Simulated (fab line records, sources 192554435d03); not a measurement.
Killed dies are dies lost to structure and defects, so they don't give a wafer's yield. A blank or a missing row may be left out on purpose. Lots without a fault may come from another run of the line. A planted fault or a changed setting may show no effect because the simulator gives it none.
Split-lot experiment | flow n5_finfet | 7 lots, 21 wafers read, on a route of 1938 steps

THE SPLIT
At N5_BEOL_M9_TRENCH_ETCH_37 (etches SiCOH lowk in C4F6/O2, target depth 151.43 nm, time 49 s), the setting source_w was moved away from the recipe's 345 W on 5 of the 21 wafers read, by -13.6% to +13.1%. The other wafers ran this setting at the recipe's value.

FROM THE SPLIT TO THE READING: what the file shows between them, 2 steps
- N5_BEOL_M9_ETCH_41: etches SiCN in CH3F/O2, target depth 36.6 nm, time 70.1 s
- N5_BEOL_M9_STRIP_80: strips in N2/H2, time 10 s

THE READING
trench_depth_nm, in nm, at N5_BEOL_M9_OCD_MEAS_38. Fault-free wafers of this fab line usually give 153 nm, standard deviation 3.7 nm.

wafer  | tool, chamber at the split | source_w as run, W | against the recipe | trench_depth_nm, nm | against lot-mates on the recipe
L085.2 | rie_diel-04, 1             | 345                | recipe             | 155                 | -
L085.4 | rie_diel-04, 3             | 345                | recipe             | 154                 | -
L085.6 | rie_diel-04, 0             | 345                | recipe             | 152                 | -
L090.2 | rie_diel-04, 1             | 345                | recipe             | 155                 | -
L090.3 | rie_diel-04, 0             | 390.2              | +13.1%             | 160                 | +5
L090.5 | rie_diel-04, 0             | 390.2              | +13.1%             | 158                 | +3
L091.1 | rie_diel-04, 1             | 345                | recipe             | 155                 | -
L091.3 | rie_diel-04, 3             | 345                | recipe             | 152                 | -
L091.6 | rie_diel-04, 1             | 345                | recipe             | 155                 | -
L092.1 | rie_diel-04, 1             | 345                | recipe             | 157                 | -
L092.5 | rie_diel-04, 1             | 298.2              | -13.6%             | 149                 | -8
L092.6 | rie_diel-04, 3             | 298.2              | -13.6%             | 147                 | -10
L094.2 | rie_diel-04, 3             | 345                | recipe             | 155                 | -
L094.3 | rie_diel-04, 1             | 345                | recipe             | 157                 | -
L094.5 | rie_diel-04, 0             | 345                | recipe             | 155                 | -
L095.1 | rie_diel-04, 0             | 345                | recipe             | 154                 | -
L095.2 | rie_diel-04, 1             | 345                | recipe             | 156                 | -
L095.5 | rie_diel-04, 0             | 385.1              | +11.6%             | 160                 | +5
L096.2 | rie_diel-06, 0             | 345                | recipe             | 147                 | -
L096.5 | rie_diel-06, 3             | 345                | recipe             | 147                 | -
L096.6 | rie_diel-06, 0             | 345                | recipe             | 148                 | -

THE FIT
A straight line over all 21 wafers: trench_depth_nm changes by +0.436 nm for each +1% of source_w; r = +0.70; the points scatter about the line by 3 nm.
The same after taking each lot's own level away (the mean of its wafers on the recipe; 21 wafers): +0.487 nm for each +1%; r = +0.92; scatter 1.4 nm.
On that fit, the largest move of source_w shifts the reading by 6.6 nm.
The lots' own levels span 147.3 to 157.0 nm, that is 2.6 times the standard deviation above.
So the lot-to-lot level blurs the effect unless lot-mates are compared.
Check: with one of the wafers moved furthest among these (-13.6%) left out of the fit, the line predicts -6.74 nm for it against its lot-mates. It came out at -8 nm against them.

THE WHOLE CHAIN: every reading that the file lists as answering this split, in the file's order
step                      | what it does                                                    | reading                                                                   | change (the file's fit)               | r (the file's)
N5_BEOL_M9_TRENCH_ETCH_37 | etches SiCOH lowk in C4F6/O2, target depth 151.43 nm, time 49 s | etch.depth_nm (the simulator's own value, which no gauge read)            | +0.489 nm for each +1% of the setting | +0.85
N5_BEOL_M9_TRENCH_ETCH_37 | etches SiCOH lowk in C4F6/O2, target depth 151.43 nm, time 49 s | BEOL_M9.feature_depth_nm (the simulator's own value, which no gauge read) | +0.491 nm for each +1% of the setting | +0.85
N5_BEOL_M9_OCD_MEAS_38    |                                                                 | trench_depth_nm                                                           | +0.491 nm for each +1% of the setting | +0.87

THE FILE'S OWN FIT
trench_depth_nm changes by +0.491 nm for each +1% of source_w, r = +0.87.
